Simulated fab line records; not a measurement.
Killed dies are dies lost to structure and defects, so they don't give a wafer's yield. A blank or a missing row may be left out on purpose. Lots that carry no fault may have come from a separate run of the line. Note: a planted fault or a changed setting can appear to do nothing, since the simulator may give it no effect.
The same fault as seen by 2 desks || flow nand_harc || what lay behind the numbers comes last; until then each desk has only its own

## THE TOOL OWNER'S DESK: har_cap_etch-03
The tool's own readings at NHARC_A_CONTACT_ETCH_127 (etches the open film in C4F8/O2/Ar, time 197 s, target depth 1918 nm): means of the sampled wafers that have a number, for each lot that ran on this tool. A lot is out of limits, marked OUT, if its mean lies more than 4 standard deviations from the usual mean; the brackets give that distance.
Columns: A = oes_air_line_au at NHARC_A_CONTACT_ETCH_127, usual 0.997 a.u.
{"lot": "L299", "first seen here": "day 23 06:44", "A": 0.977}
{"lot": "L300", "first seen here": "day 24 15:19", "A": 1.005}
{"lot": "L304", "first seen here": "day 26 22:20", "A": 0.999}
{"lot": "L307", "first seen here": "day 27 17:47", "A": 1.001}
{"lot": "L308", "first seen here": "day 28 00:42", "A": 1.003}
{"lot": "L314", "first seen here": "day 30 11:02", "A": 1.000}
{"lot": "L315", "first seen here": "day 30 15:05", "A": 1.011}
Result from this desk: across the 7 lots, nothing is out of limits.

## FROM THE METROLOGY DESK
What the gauges read, lot by lot, whatever tool the lot ran on: means of the sampled wafers that have a number. A lot is out of limits, marked OUT, if its mean lies more than 4 standard deviations from the usual mean; the brackets give that distance.
Columns: A = thk_nm at NHARC_THIN_TSV_THK_MEAS_02, usual 2972 nm
{"lot": "L295", "first seen here": "day 24 12:30", "A": 2640}
{"lot": "L299", "first seen here": "day 24 22:58", "A": 2833}
{"lot": "L297", "first seen here": "day 25 00:08", "A": 2826}
{"lot": "L298", "first seen here": "day 25 06:37", "A": 2865}
{"lot": "L300", "first seen here": "day 26 07:23", "A": 2648}
{"lot": "L301", "first seen here": "day 26 13:26", "A": 3261}
{"lot": "L304", "first seen here": "day 28 23:37", "A": 2985}
{"lot": "L306", "first seen here": "day 29 00:49", "A": 2990}
{"lot": "L303", "first seen here": "day 29 02:01", "A": 3162}
{"lot": "L307", "first seen here": "day 29 11:37", "A": 2890}
{"lot": "L308", "first seen here": "day 29 18:44", "A": 3137}
{"lot": "L314", "first seen here": "day 32 02:40", "A": 3238}
{"lot": "L315", "first seen here": "day 32 12:17", "A": 3158}
Result from this desk: across the 13 lots, nothing is out of limits.

## ALL TOGETHER
Nothing out of limits was seen by the tool owner's desk.
Nothing out of limits was seen by the metrology desk.

## WHAT THE SIMULATOR HAD PUT IN
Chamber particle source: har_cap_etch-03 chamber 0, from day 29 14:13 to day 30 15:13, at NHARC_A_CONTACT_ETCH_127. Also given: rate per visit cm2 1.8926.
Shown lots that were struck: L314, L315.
